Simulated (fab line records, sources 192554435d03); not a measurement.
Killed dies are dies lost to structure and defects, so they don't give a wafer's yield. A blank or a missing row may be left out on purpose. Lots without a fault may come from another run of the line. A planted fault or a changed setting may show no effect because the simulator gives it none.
Split-lot experiment | flow n5_finfet | 7 lots, 21 wafers read, on a route of 1938 steps

THE SPLIT
At N5_GATE_CUT_ETCH_58 (etches SiNx in CH3F/O2, target depth 17 nm, time 128.6 s), the setting bias_w was moved away from the recipe's 21 W on 5 of the 21 wafers read, by -15.6% to +15.2%. The other wafers ran this setting at the recipe's value.

The reading is taken at the split's own step.

THE READING
rf_vpp_V, in V, at N5_GATE_CUT_ETCH_58 (etches SiNx in CH3F/O2, target depth 17 nm, time 128.6 s). Fault-free wafers of this fab line usually give 99.3 V, standard deviation 1 V.

wafer  | tool, chamber at the split | bias_w as run, W | against the recipe | rf_vpp_V, V | against lot-mates on the recipe
L075.2 | rie_diel-06, 0             | 21               | recipe             | 98.4        | -
L075.3 | rie_diel-06, 2             | 24.2             | +15.2%             | 107.5       | +8.2
L075.4 | rie_diel-06, 3             | 21               | recipe             | 100.2       | -
L077.3 | rie_diel-05, 0             | 24.1             | +14.8%             | 106.7       | +8.5
L077.4 | rie_diel-05, 2             | 24.1             | +14.8%             | 108.7       | +10.5
L077.6 | rie_diel-05, 0             | 21               | recipe             | 98.2        | -
L080.3 | rie_diel-06, 1             | 21               | recipe             | 101.0       | -
L080.4 | rie_diel-06, 2             | 21               | recipe             | 99.0        | -
L080.6 | rie_diel-06, 2             | 21               | recipe             | 98.5        | -
L084.1 | rie_diel-02, 0             | 21               | recipe             | 99.4        | -
L084.3 | rie_diel-02, 3             | 21               | recipe             | 99.9        | -
L084.5 | rie_diel-02, 3             | 22.71            | +8.1%              | 104.0       | +4.3
L092.1 | rie_diel-06, 0             | 21               | recipe             | 100.0       | -
L092.3 | rie_diel-06, 2             | 17.73            | -15.6%             | 88.8        | -11.0
L092.6 | rie_diel-06, 1             | 21               | recipe             | 99.7        | -
L095.1 | rie_diel-02, 2             | 21               | recipe             | 100.4       | -
L095.3 | rie_diel-02, 1             | 21               | recipe             | 101.0       | -
L095.6 | rie_diel-02, 1             | 21               | recipe             | 99.0        | -
L096.2 | rie_diel-05, 0             | 21               | recipe             | 98.2        | -
L096.3 | rie_diel-05, 3             | 21               | recipe             | 100.4       | -
L096.4 | rie_diel-05, 2             | 21               | recipe             | 99.0        | -

THE FIT
A straight line over all 21 wafers: rf_vpp_V changes by +0.587 V for each +1% of bias_w; r = +0.97; the points scatter about the line by 0.99 V.
The same after taking each lot's own level away (the mean of its wafers on the recipe; 21 wafers): +0.633 V for each +1%; r = +0.98; scatter 0.91 V.
On that fit, the largest move of bias_w shifts the reading by 9.9 V.
The lots' own levels span 98.20 to 100.13 V, that is 1.9 times the standard deviation above.
So the lot-to-lot level changes the slope little: the two slopes agree.
Check: with one of the wafers moved furthest among these (-15.6%) left out of the fit, the line predicts -9.38 V for it against its lot-mates. It came out at -11 V against them.
Tool readings at the split's step, against how far the setting was moved: rf_vpp_V r = +0.97.

OTHER SPLITS ON THESE WAFERS
These wafers also went through other splits before the reading. Each is held against what the fit with the lots' levels taken away leaves over:
other split on the same wafers | wafers away from the commonest value | r with rf_vpp_V (lot level and that fit taken away)
N5_SDB_COAT_03 spin_rpm        | 10                                   | -0.07
N5_HKMG_FIN_COAT_43 spin_rpm   | 7                                    | -0.30
N5_HKMG_FIN_PEB_47 peb_time_s  | 7                                    | -0.24

THE WHOLE CHAIN: every reading that the file lists as answering this split, in the file's order
step                | what it does                                             | reading                                                        | change (the file's fit)                | r (the file's)
N5_GATE_CUT_ETCH_58 | etches SiNx in CH3F/O2, target depth 17 nm, time 128.6 s | rf_vpp_V                                                       | +0.623 V for each +1% of the setting   | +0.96
N5_GATE_CUT_ETCH_58 | etches SiNx in CH3F/O2, target depth 17 nm, time 128.6 s | etch.depth_nm (the simulator's own value, which no gauge read) | +0.0709 nm for each +1% of the setting | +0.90

THE FILE'S OWN FIT
rf_vpp_V changes by +0.623 V for each +1% of bias_w, r = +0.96.
